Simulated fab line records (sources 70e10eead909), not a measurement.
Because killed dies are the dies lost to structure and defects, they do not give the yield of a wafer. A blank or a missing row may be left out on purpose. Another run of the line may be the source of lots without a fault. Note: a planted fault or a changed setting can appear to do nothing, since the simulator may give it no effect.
Chamber matching | flow nand harc | 3 sister chambers for NHARC_A_CONTACT_DEP_24 on pecvd-01
The step deposits SiO2, target thk 500 nm. 6 wafers are shown with their chamber, then 7 later ones without.

== WAFERS WITH THEIR CHAMBER ==
wafer  | chamber | throttle valve pct (%) | heater power w (W)
L080.4 | 0       | 15.7                   | 708
L089.3 | 1       | 16.8                   | 691
L089.4 | 0       | 16.2                   | 564
L089.6 | 2       | 14.9                   | 533
L093.2 | 1       | 16.9                   | 666
L093.4 | 2       | 15.1                   | 595

== WAFERS MISSING THEIR CHAMBER ==
wafer  | throttle valve pct (%) | heater power w (W)
L093.6 | 16.1                   | 683
L096.1 | 16.6                   | 622
L096.5 | 16.1                   | 592
L096.6 | 16.5                   | 460
L097.2 | 15.2                   | 570
L097.4 | 16.2                   | 688
L097.6 | 15.0                   | 608

== EACH ONE'S CHAMBER ==
wafer  | from the rows above     | in truth
L093.6 | 0                       | 0
L096.1 | can't be placed: 1 or 0 | 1
L096.5 | 0                       | 0
L096.6 | can't be placed: 0 or 1 | 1
L097.2 | 2                       | 2
L097.4 | can't be placed: 0 or 1 | 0
L097.6 | 2                       | 2
Correctly placed: 4 of 7. These rows do not allow placing 3 (true chamber among the candidates in 3). Wrongly placed: 0.
How it was worked out, from the rows above alone: a wafer's distance from a chamber is the root of the sum, over the readings, of the square of ((its reading less the chamber's mean) divided by the reading's scatter). The wafer belongs to the nearest chamber; if the next one is less than 2 further off, it can't be placed. The mean given for a chamber averages the wafers shown for that chamber. How the scatter is found: for the shown wafers, subtract from each reading the mean of its chamber, square and add these, divide the total by (wafers less chambers), then take the root.
